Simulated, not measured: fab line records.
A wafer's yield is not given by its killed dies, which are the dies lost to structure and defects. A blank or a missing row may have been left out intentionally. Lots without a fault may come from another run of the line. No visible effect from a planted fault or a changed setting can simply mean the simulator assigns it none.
Chamber matching :: flow n5 finfet :: N5_BEOL_M7_CMP_52 on cmp-03 has 4 sister chambers
The step polishes, stops on SiCOH lowk, t overpolish 6.9 s, target thk 80 nm. 4 wafers are shown with their chamber, then 8 later ones without.

== WAFERS WITH THEIR CHAMBER ==
wafer: L075.4
chamber: 1
time to endpoint s (s): 65

wafer: L087.1
chamber: 0
time to endpoint s (s): 57

wafer: L087.3
chamber: 2
time to endpoint s (s): 57

wafer: L091.1
chamber: 3
time to endpoint s (s): 64

== WAFERS WITHOUT THEIR CHAMBER ==
wafer: L091.2
time to endpoint s (s): 57

wafer: L091.6
time to endpoint s (s): 55

wafer: L093.1
time to endpoint s (s): 53

wafer: L093.2
time to endpoint s (s): 54

wafer: L093.3
time to endpoint s (s): 60

wafer: L097.1
time to endpoint s (s): 67

wafer: L097.3
time to endpoint s (s): 54

wafer: L097.6
time to endpoint s (s): 55

== WHICH CHAMBER EACH ONE RAN IN ==
wafer: L091.2
from the rows above: can't be placed: 0 or 2
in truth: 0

wafer: L091.6
from the rows above: can't be placed: 0 or 2
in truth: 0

wafer: L093.1
from the rows above: can't be placed: 0 or 2
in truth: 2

wafer: L093.2
from the rows above: can't be placed: 0 or 2
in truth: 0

wafer: L093.3
from the rows above: can't be placed: 0 or 2 or 3 or 1
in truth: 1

wafer: L097.1
from the rows above: can't be placed: 1 or 3
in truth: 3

wafer: L097.3
from the rows above: can't be placed: 0 or 2
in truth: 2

wafer: L097.6
from the rows above: can't be placed: 0 or 2
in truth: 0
Correctly placed: 0 of 8. These rows do not allow placing 8 (true chamber among the candidates in 8). Wrongly placed: 0.
How it was worked out, from the rows above alone: a wafer's distance from a chamber is the root of the sum, over the readings, of the square of ((its reading less the chamber's mean) divided by the reading's scatter). If the next closest chamber is less than 2 further off than the closest, the wafer can't be placed; otherwise it belongs to the closest. A chamber's mean is the mean of its shown wafers. The scatter (one wafer shown for each chamber): square how far every hidden wafer sits from the nearest shown wafer, average those squares and take the square root.
